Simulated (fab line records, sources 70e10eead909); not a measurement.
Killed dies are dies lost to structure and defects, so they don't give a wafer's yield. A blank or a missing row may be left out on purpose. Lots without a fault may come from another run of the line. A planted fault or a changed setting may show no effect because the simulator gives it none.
Which tool did it? | flow nand_harc | 12 lots, 36 wafers sampled, at 7 steps of a route of 1159

WHAT THE GAUGES READ, wafer by wafer
NHARC_P_STI_INSPECT_11. Usual: raw_defect_count 4.8, standard deviation 2.3.
lot  | measured    | on                | raw_defect_count | flag
L669 | day 2 13:13 | defect_inspect-02 | 4 7 1            |
L672 | day 3 01:32 | defect_inspect-01 | 8 7 8            |
L670 | day 3 01:52 | defect_inspect-01 | 3 2 5            |
L674 | day 3 19:00 | defect_inspect-02 | 3 3 6            |
L675 | day 3 23:36 | defect_inspect-02 | 5 4 2            |
L676 | day 4 07:38 | defect_inspect-01 | 4 6 2            |
L677 | day 4 07:47 | defect_inspect-02 | 6 4 6            |
L678 | day 4 19:50 | defect_inspect-02 | 5 9 5            |
L679 | day 4 20:00 | defect_inspect-01 | 0 3 3            |
L688 | day 7 08:05 | defect_inspect-01 | 5 9 7            |
L692 | day 8 01:19 | defect_inspect-01 | 7 6 11           |
L691 | day 8 01:28 | defect_inspect-02 | 6 4 6            |

NHARC_P_STI_CD_MEAS_16. Usual: cd_nm 199.4 nm, standard deviation 2.
lot  | measured    | on        | cd_nm (nm)        | flag
L669 | day 2 13:47 | cd_sem-03 | 198.0 197.3 197.8 |
L672 | day 3 02:07 | cd_sem-03 | 197.5 197.2 197.4 |
L670 | day 3 02:26 | cd_sem-03 | 203.2 200.0 201.7 |
L674 | day 3 19:34 | cd_sem-03 | 198.2 195.6 199.9 |
L675 | day 4 00:10 | cd_sem-02 | 197.1 197.9 196.1 |
L676 | day 4 08:12 | cd_sem-03 | 200.7 199.4 198.4 |
L677 | day 4 08:22 | cd_sem-02 | 200.0 198.3 198.2 |
L678 | day 4 20:25 | cd_sem-02 | 202.1 200.9 200.5 |
L679 | day 4 20:37 | cd_sem-01 | 199.2 197.6 198.4 |
L688 | day 7 08:41 | cd_sem-02 | 197.0 200.2 199.4 |
L692 | day 8 01:53 | cd_sem-02 | 200.1 198.1 199.8 |
L691 | day 8 02:04 | cd_sem-02 | 197.8 198.7 198.9 |

NHARC_P_STI_INSPECT_25. Usual: raw_defect_count 205, standard deviation 82.
lot  | measured    | on                | raw_defect_count | flag
L669 | day 3 19:31 | defect_inspect-02 | 300 250 171      |
L672 | day 4 12:03 | defect_inspect-01 | 167 222 222      |
L670 | day 4 12:04 | defect_inspect-01 | 323 188 213      |
L674 | day 4 23:52 | defect_inspect-02 | 233 136 232      |
L675 | day 4 23:52 | defect_inspect-01 | 196 269 225      |
L676 | day 5 11:05 | defect_inspect-01 | 135 208 112      |
L677 | day 5 11:05 | defect_inspect-02 | 282 338 257      |
L678 | day 6 00:23 | defect_inspect-02 | 1278 1308 1481   | OFF
L679 | day 6 00:23 | defect_inspect-01 | 1363 1592 1521   | OFF
L688 | day 8 16:38 | defect_inspect-02 | 197 246 195      |
L692 | day 9 08:12 | defect_inspect-01 | 243 166 200      |
L691 | day 9 08:12 | defect_inspect-02 | 253 204 190      |

NHARC_P_GATE_INSPECT_28. Usual: raw_defect_count 6, standard deviation 3.2.
lot  | measured     | on                | raw_defect_count | flag
L669 | day 4 18:35  | defect_inspect-02 | 3 7 6            |
L672 | day 5 10:40  | defect_inspect-02 | 7 1 4            |
L670 | day 5 11:20  | defect_inspect-02 | 8 15 17          |
L674 | day 6 01:17  | defect_inspect-01 | 10 3 7           |
L675 | day 6 01:46  | defect_inspect-02 | 4 8 13           |
L676 | day 6 12:23  | defect_inspect-02 | 4 4 6            |
L677 | day 6 11:47  | defect_inspect-02 | 8 9 7            |
L678 | day 6 22:58  | defect_inspect-02 | 1060 1067 1089   | OFF
L679 | day 6 22:09  | defect_inspect-02 | 1080 1174 1107   | OFF
L688 | day 9 16:35  | defect_inspect-01 | 9 4 5            |
L692 | day 10 09:27 | defect_inspect-02 | 6 3 6            |
L691 | day 10 09:13 | defect_inspect-01 | 3 4 4            |

NHARC_END_SORT_01. Usual: killed_at_array 27, standard deviation 11; killed_at_other 0.7, standard deviation 0.93; killed_at_periphery 2.9, standard deviation 1.9; killed_dies 30, standard deviation 11; killed_open 3.1, standard deviation 1.7; killed_short 1.9, standard deviation 1.3.
lot  | measured     | on        | killed_at_array | killed_at_other | killed_at_periphery | killed_dies | killed_open | killed_short | flag
L678 | day 21 09:38 | prober-02 | 7 9 7           | 0 0 1           | 521 522 534         | 528 531 542 | 1 1 1       | 3 2 0        | OFF
L679 | day 21 10:02 | prober-01 | 18 9 18         | 0 0 0           | 524 548 531         | 542 557 549 | 2 1 1       | 1 0 3        | OFF

WHICH TOOL RAN EACH LOT (tool, then ch and the chambers of the sampled wafers, then the start)
lot  | NHARC_P_STI_ETCH_31                          | NHARC_P_STI_OXIDE_40
L669 | rie_diel-13 ch 1,2, day 2 13:47 or earlier   | furnace-02 ch 0, day 3 15:31
L672 | rie_diel-02 ch 1,3, day 3 02:07 or earlier   | furnace-02 ch 0, day 4 07:58
L670 | rie_diel-03 ch 0,1, day 3 02:26 or earlier   | furnace-02 ch 0, day 4 07:58
L674 | rie_diel-03 ch 0,2, day 3 19:34 or earlier   | furnace-02 ch 0, day 4 19:51
L675 | rie_diel-13 ch 1,2,3, day 4 00:10 or earlier | furnace-02 ch 0, day 4 19:51
L676 | rie_diel-02 ch 0,1,2, day 4 08:12 or earlier | furnace-04 ch 0, day 5 06:59
L677 | rie_diel-13 ch 0,1,3, day 4 08:22 or earlier | furnace-04 ch 0, day 5 06:59
L678 | rie_diel-03 ch 0,1,2, day 4 20:25 or earlier | furnace-04 ch 0, day 5 20:20
L679 | rie_diel-02 ch 1,2, day 4 20:37 or earlier   | furnace-04 ch 0, day 5 20:20
L688 | rie_diel-03 ch 0,1,3, day 7 08:41 or earlier | furnace-05 ch 0, day 8 12:33
L692 | rie_diel-02 ch 0,1,2, day 8 01:53 or earlier | furnace-05 ch 0, day 9 04:06
L691 | rie_diel-13 ch 0,2, day 8 02:04 or earlier   | furnace-05 ch 0, day 9 04:06
- NHARC_P_STI_ETCH_31: etches the open film in CF4/CHF3, target depth 108.9 nm, time 54.5 s.
- NHARC_P_STI_OXIDE_40: material SiO2, target thk 10 nm, ox time 1362 s.

WHAT THE TOOLS THEMSELVES READ (means of the sampled wafers that have a number; where no wafer has one, the mark that the record gives instead)
NHARC_P_STI_ETCH_31. Usual: chf3_flow_sccm 30.00 sccm, standard deviation 0.096; drypump_motor_current_A 6.0 A, standard deviation 0.36; oes_product_au 0.961 a.u., standard deviation 0.017; rf_vpp_V 371.7 V, standard deviation 1.9; showerhead_plenum_p_Torr 1.61 Torr, standard deviation 0.052; throttle_valve_pct 16.802 %, standard deviation 0.0097.
lot  | tool        | chf3_flow_sccm (sccm) | drypump_motor_current_A (A) | oes_product_au (a.u.) | rf_vpp_V (V) | showerhead_plenum_p_Torr (Torr) | throttle_valve_pct (%) | flag
L669 | rie_diel-13 | 29.99                 | 5.9                         | 0.944                 | 371.8        | 1.59                            | 16.805                 |
L672 | rie_diel-02 | 29.95                 | 6.3                         | 0.968                 | 371.7        | 1.59                            | 16.811                 |
L670 | rie_diel-03 | 30.10                 | 6.0                         | 0.976                 | 371.3        | 1.60                            | 16.800                 |
L674 | rie_diel-03 | 30.05                 | 5.9                         | 0.969                 | 370.7        | 1.60                            | 16.816                 |
L675 | rie_diel-13 | 29.94                 | 6.0                         | 0.978                 | 372.9        | 1.63                            | 16.813                 |
L676 | rie_diel-02 | 29.97                 | 5.8                         | 0.961                 | 370.8        | 1.61                            | 16.795                 |
L677 | rie_diel-13 | 29.88                 | 6.2                         | 0.926                 | 372.4        | 1.64                            | 16.803                 |
L678 | rie_diel-03 | 30.05                 | 5.9                         | 0.969                 | 371.3        | 1.60                            | 16.796                 |
L679 | rie_diel-02 | 30.03                 | 5.9                         | 0.948                 | 372.0        | 1.63                            | 16.800                 |
L688 | rie_diel-03 | 30.01                 | 5.9                         | 0.954                 | 372.7        | 1.62                            | 16.794                 |
L692 | rie_diel-02 | 29.97                 | 5.8                         | 0.964                 | 371.4        | 1.61                            | 16.797                 |
L691 | rie_diel-13 | 29.98                 | 6.5                         | 0.976                 | 373.2        | 1.66                            | 16.797                 |

NHARC_P_STI_OXIDE_40. Usual: spike_tc_lower_C 900.7 C, standard deviation 1.2.
lot  | tool       | spike_tc_lower_C (C) | flag
L669 | furnace-02 | 899.7                |
L672 | furnace-02 | 898.8                |
L670 | furnace-02 | 899.2                |
L674 | furnace-02 | 900.1                |
L675 | furnace-02 | 899.4                |
L676 | furnace-04 | 900.3                |
L677 | furnace-04 | 901.0                |
L678 | furnace-04 | 902.0                |
L679 | furnace-04 | 901.6                |
L688 | furnace-05 | 901.5                |
L692 | furnace-05 | 902.2                |
L691 | furnace-05 | 900.5                |

THE ANSWER, worked out from the rows above alone
Rule: a lot is off if the mean of its wafers that have a number lies more than 3 standard deviations from the usual mean. A lot without any number at a reading at which 4 lots or more have one is off too. The other lots that the step has rows for count as sound. The gauges are gone through in route order, then the tools' own readings, and for those a lot's mean is taken as printed above. The first step at which some lot is off is used, and at that step the reading that is off furthest; a lot without a number counts as furthest.
Off: L678, L679, at NHARC_P_STI_INSPECT_25 (raw_defect_count).
A tool fits if, at a process step before that reading, it ran every lot that is off, and no sound lot after the first of them. The gauges at NHARC_P_STI_INSPECT_25 aren't tried: what is off there is off at NHARC_END_SORT_01 too, on other tools, and a gauge's error can't cause that. NHARC_P_STI_ETCH_31 gives no start for some lots, so the hours and the order of its lots are those of NHARC_P_STI_CD_MEAS_16. One fits: furnace-04 at NHARC_P_STI_OXIDE_40. Its last sound lot is L676 (day 5 06:59), its first lot that is off L678 (day 5 20:20): a fault that began between those two fits.

WHAT THE SIMULATOR HAD PUT IN
Chamber particle source: furnace-04, from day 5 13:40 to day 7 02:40, at NHARC_P_STI_OXIDE_40. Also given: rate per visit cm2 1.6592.
Lots struck among those shown: L678, L679. The rule above found the same.
